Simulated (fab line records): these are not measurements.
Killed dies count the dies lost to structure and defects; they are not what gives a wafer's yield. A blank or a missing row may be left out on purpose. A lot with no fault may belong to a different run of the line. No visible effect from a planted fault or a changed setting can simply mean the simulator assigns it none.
Which tool was responsible? | flow n5 finfet | 72 wafers from 24 lots sampled at 6 of the route's 1938 steps

## WHAT EACH GAUGE READ, for each wafer
N5_BEOL_M9_INSPECT_58: inspects for defects (darkfield).
lot  | measured     | on                | raw defect count
L074 | day 9 17:28  | defect inspect-02 | 52 53 42
L075 | day 10 02:12 | defect inspect-01 | 48 76 40
L076 | day 10 06:46 | defect inspect-01 | 48 54 39
L078 | day 10 17:42 | defect inspect-02 | 67 59 61
L077 | day 10 18:19 | defect inspect-02 | 75 43 71
L080 | day 11 07:59 | defect inspect-02 | 78 62 60
L079 | day 11 13:43 | defect inspect-01 | 93 77 58
L081 | day 11 18:34 | defect inspect-02 | 77 54 105
L082 | day 12 06:53 | defect inspect-02 | 57 59 55
L083 | day 12 07:04 | defect inspect-02 | 54 73 38
L086 | day 12 22:44 | defect inspect-02 | 48 48 31
L084 | day 12 23:29 | defect inspect-02 | 77 80 67
L087 | day 13 03:18 | defect inspect-02 | 82 61 75
L085 | day 13 05:29 | defect inspect-02 | 79 78 72
L088 | day 13 07:59 | defect inspect-02 | 73 57 61
L089 | day 14 03:41 | defect inspect-01 | 66 40 61
L090 | day 14 03:56 | defect inspect-02 | 63 69 58
L091 | day 14 04:55 | defect inspect-02 | 74 34 72
L092 | day 14 18:52 | defect inspect-02 | 61 55 56
L095 | day 15 01:49 | defect inspect-01 | 85 81 40
L093 | day 15 06:09 | defect inspect-02 | 88 77 131
L094 | day 15 10:05 | defect inspect-01 | 88 92 78
L097 | day 15 12:52 | defect inspect-01 | 55 71 67
L096 | day 15 21:10 | defect inspect-01 | 104 93 110

N5_BEOL_M10_OCD_MEAS_38.
lot  | measured     | on     | trench depth nm (nm)
L074 | day 9 23:20  | ocd-02 | 150.4 151.3 150.3
L075 | day 10 05:53 | ocd-02 | 151.0 148.3 148.4
L076 | day 10 11:46 | ocd-01 | 151.5 148.4 151.5
L078 | day 10 22:06 | ocd-02 | 147.2 146.7 147.3
L077 | day 10 22:23 | ocd-01 | 147.1 146.6 146.8
L080 | day 11 16:47 | ocd-02 | 152.2 150.0 151.8
L079 | day 11 18:25 | ocd-02 | 147.1 151.8 146.0
L081 | day 11 23:40 | ocd-02 | 145.9 149.2 144.0
L082 | day 12 11:41 | ocd-02 | 152.7 151.0 148.2
L083 | day 12 11:55 | ocd-02 | 147.3 148.0 149.8
L086 | day 13 03:32 | ocd-01 | 152.2 146.2 146.7
L084 | day 13 03:05 | ocd-01 | 151.9 146.7 152.5
L087 | day 13 07:29 | ocd-02 | 145.7 151.6 148.9
L085 | day 13 12:02 | ocd-01 | 149.7 150.9 148.0
L088 | day 13 12:04 | ocd-02 | 146.4 147.3 146.5
L089 | day 14 09:46 | ocd-01 | 143.6 151.5 144.5
L090 | day 14 10:17 | ocd-02 | 149.6 148.8 151.2
L091 | day 14 11:47 | ocd-01 | 151.6 150.0 149.9
L092 | day 14 23:25 | ocd-01 | 148.7 148.9 148.4
L095 | day 15 08:20 | ocd-01 | 152.1 145.6 149.8
L093 | day 15 11:35 | ocd-01 | 148.0 152.7 150.4
L094 | day 15 14:53 | ocd-01 | 151.9 147.8 148.9
L097 | day 15 18:40 | ocd-01 | 148.2 147.1 146.8
L096 | day 16 04:14 | ocd-01 | 148.5 145.8 148.0

N5_BEOL_M10_RS_MEAS_57: a four-point-probe measurement.
lot  | measured     | on            | M10_RS (ohm/sq)
L074 | day 10 01:52 | film metro-02 | 0.150 0.149 0.150
L075 | day 10 09:05 | film metro-02 | 0.147 0.151 0.151
L076 | day 10 15:25 | film metro-02 | 0.148 0.152 0.148
L078 | day 11 00:37 | film metro-02 | 0.152 0.154 0.154
L077 | day 11 01:19 | film metro-01 | 0.154 0.152 0.153
L080 | day 11 20:13 | film metro-02 | 0.148 0.151 0.148
L079 | day 11 21:31 | film metro-01 | 0.153 0.147 0.154
L081 | day 12 02:25 | film metro-02 | 0.155 0.150 0.158
L082 | day 12 14:44 | film metro-01 | 0.147 0.149 0.150
L083 | day 12 15:10 | film metro-01 | 0.153 0.154 0.150
L086 | day 13 07:09 | film metro-02 | 0.148 0.154 0.154
L084 | day 13 06:06 | film metro-01 | 0.146 0.152 0.145
L087 | day 13 10:41 | film metro-01 | 0.153 0.148 0.151
L085 | day 13 15:20 | film metro-02 | 0.152 0.151 0.154
L088 | day 13 15:26 | film metro-01 | 0.152 0.152 0.154
L089 | day 14 12:54 | film metro-01 | 0.157 0.148 0.156
L090 | day 14 13:01 | film metro-02 | 0.149 0.151 0.149
L091 | day 14 14:36 | film metro-01 | 0.148 0.152 0.149
L092 | day 15 02:41 | film metro-01 | 0.151 0.150 0.151
L095 | day 15 12:35 | film metro-01 | 0.145 0.154 0.149
L093 | day 15 15:23 | film metro-01 | 0.152 0.146 0.148
L094 | day 15 19:40 | film metro-02 | 0.145 0.153 0.150
L097 | day 15 21:35 | film metro-02 | 0.154 0.154 0.157
L096 | day 16 09:08 | film metro-01 | 0.150 0.155 0.150

N5_BEOL_M10_INSPECT_58: inspects for defects (darkfield).
lot  | measured     | on                | raw defect count
L074 | day 10 01:53 | defect inspect-01 | 61 101 67
L075 | day 10 09:07 | defect inspect-02 | 49 58 39
L076 | day 10 15:26 | defect inspect-01 | 57 95 60
L078 | day 11 00:38 | defect inspect-01 | 41 62 74
L077 | day 11 01:20 | defect inspect-01 | 52 54 58
L080 | day 11 20:15 | defect inspect-02 | 51 58 38
L079 | day 11 21:32 | defect inspect-02 | 118 61 72
L081 | day 12 02:26 | defect inspect-02 | 64 77 79
L082 | day 12 14:45 | defect inspect-02 | 82 55 58
L083 | day 12 15:11 | defect inspect-01 | 74 67 52
L086 | day 13 07:11 | defect inspect-01 | 66 86 76
L084 | day 13 06:08 | defect inspect-02 | 63 65 69
L087 | day 13 10:42 | defect inspect-02 | 115 138 68
L085 | day 13 15:21 | defect inspect-02 | 42 64 56
L088 | day 13 15:28 | defect inspect-02 | 159 120 85
L089 | day 14 12:55 | defect inspect-01 | 28 85 50
L090 | day 14 13:02 | defect inspect-01 | 101 100 99
L091 | day 14 14:38 | defect inspect-02 | 87 67 103
L092 | day 15 02:43 | defect inspect-02 | 133 87 91
L095 | day 15 12:37 | defect inspect-02 | 51 43 39
L093 | day 15 15:25 | defect inspect-02 | 73 65 78
L094 | day 15 19:42 | defect inspect-02 | 104 97 78
L097 | day 15 21:37 | defect inspect-02 | 96 163 99
L096 | day 16 09:10 | defect inspect-01 | 77 94 82

## EACH LOT AND THE TOOL THAT RAN IT (in order: tool; ch and the chambers of the sampled wafers; start)
lot  | N5_BEOL_M10_PECVD_70            | N5_BEOL_M10_SURFACE_TREAT_76
L074 | pecvd-01 ch 0,1, day 9 18:07    | pvd sputter-02, day 10 00:22
L075 | pecvd-02 ch 0,1,2, day 10 03:10 | pvd sputter-01, day 10 07:50
L076 | pecvd-02 ch 0,1,2, day 10 07:26 | pvd sputter-01, day 10 13:19
L078 | pecvd-04 ch 0,1, day 10 18:22   | pvd sputter-03, day 10 23:18
L077 | pecvd-01 ch 0,1,2, day 10 18:59 | pvd sputter-03, day 10 23:54
L080 | pecvd-04 ch 0,1,2, day 11 08:39 | pvd sputter-02, day 11 18:08
L079 | pecvd-02 ch 0,1, day 11 14:23   | pvd sputter-01, day 11 20:20
L081 | pecvd-02 ch 0,1,2, day 11 19:15 | pvd sputter-02, day 12 00:38
L082 | pecvd-04 ch 1,2, day 12 07:34   | pvd sputter-02, day 12 13:34
L083 | pecvd-01 ch 0,2, day 12 07:44   | pvd sputter-02, day 12 14:01
L086 | pecvd-04 ch 0,1,2, day 12 23:25 | pvd sputter-02, day 13 05:23
L084 | pecvd-02 ch 0,1,2, day 13 00:08 | pvd sputter-03, day 13 04:50
L087 | pecvd-01 ch 0,1,2, day 13 03:58 | pvd sputter-01, day 13 09:26
L085 | pecvd-01 ch 0,2, day 13 06:37   | pvd sputter-01, day 13 13:20
L088 | pecvd-04 ch 1,2, day 13 08:39   | pvd sputter-02, day 13 14:13
L089 | pecvd-04 ch 1,2, day 14 04:21   | pvd sputter-03, day 14 10:58
L090 | pecvd-04 ch 0,1,2, day 14 04:41 | pvd sputter-01, day 14 11:41
L091 | pecvd-04 ch 0,2, day 14 05:35   | pvd sputter-01, day 14 13:25
L092 | pecvd-02 ch 1,2, day 14 19:31   | pvd sputter-02, day 15 00:40
L095 | pecvd-04 ch 0,1, day 15 02:28   | pvd sputter-03, day 15 09:26
L093 | pecvd-02 ch 0,1, day 15 06:49   | pvd sputter-02, day 15 12:31
L094 | pecvd-04 ch 1,2, day 15 10:46   | pvd sputter-03, day 15 17:02
L097 | pecvd-01 ch 0,2, day 15 13:32   | pvd sputter-01, day 15 20:13
L096 | pecvd-02 ch 0,2, day 15 21:50   | pvd sputter-03, day 16 05:46
- N5_BEOL_M10_PECVD_70: deposits SiO2 from TEOS/O2, target thk 20 nm, time 22.7 s.
- N5_BEOL_M10_SURFACE_TREAT_76

## AS READ BY THE TOOLS THEMSELVES (means over the sampled wafers that have a number; for cases with no such wafer, the mark the record gives instead)
N5_BEOL_M10_PECVD_70.
lot  | tool     | heater power w (W) | showerhead plenum p Torr (Torr) | throttle valve pct (%)
L074 | pecvd-01 | 616                | 8.76                            | 23.4
L075 | pecvd-02 | 714                | 8.72                            | 22.8
L076 | pecvd-02 | 744                | 8.72                            | 22.6
L078 | pecvd-04 | 641                | 8.77                            | 22.4
L077 | pecvd-01 | 607                | 8.74                            | 23.1
L080 | pecvd-04 | 774                | 8.77                            | 21.5
L079 | pecvd-02 | 757                | 8.76                            | 22.6
L081 | pecvd-02 | 741                | 8.71                            | 22.7
L082 | pecvd-04 | 776                | 8.79                            | 21.5
L083 | pecvd-01 | 655                | 8.74                            | 23.1
L086 | pecvd-04 | 706                | 8.76                            | 21.8
L084 | pecvd-02 | 709                | 8.71                            | 22.7
L087 | pecvd-01 | 607                | 8.76                            | 22.9
L085 | pecvd-01 | 601                | 8.75                            | 23.7
L088 | pecvd-04 | 800                | 8.78                            | 21.0
L089 | pecvd-04 | 707                | 8.78                            | 21.0
L090 | pecvd-04 | 771                | 8.75                            | 21.9
L091 | pecvd-04 | 697                | 8.72                            | 21.9
L092 | pecvd-02 | 798                | 8.66                            | 23.7
L095 | pecvd-04 | 738                | 8.79                            | 22.5
L093 | pecvd-02 | 724                | 8.69                            | 23.5
L094 | pecvd-04 | 762                | 8.78                            | 20.9
L097 | pecvd-01 | 594                | 8.75                            | 23.8
L096 | pecvd-02 | 678                | 8.76                            | 21.8

## THE ANSWER, worked out from the rows above alone
Rule: the usual values come from the lots themselves. Put in order of their means at a reading, lots are off if they are a third of the lots or fewer, leave a main group of 4 or more, and stand apart from it by a gap of 3 or more times the standard deviation of the main group's means; of several such gaps the widest counts. Not used: any main group whose means are identical at the precision the tables above print for the reading. A lot without any number at a reading at which 4 lots or more have one is off too. Where the step has rows for the other lots, those lots are counted as sound. The gauges are gone through in route order, then the tools' own readings, and for those a lot's mean is taken as printed above. At the first step where some lot is off, the reading lying furthest off is the one used; lots without a number count as furthest.
Across all readings shown, no lot is off: no conclusion can be drawn from this.

## WHAT THE SIMULATOR HAD INSERTED
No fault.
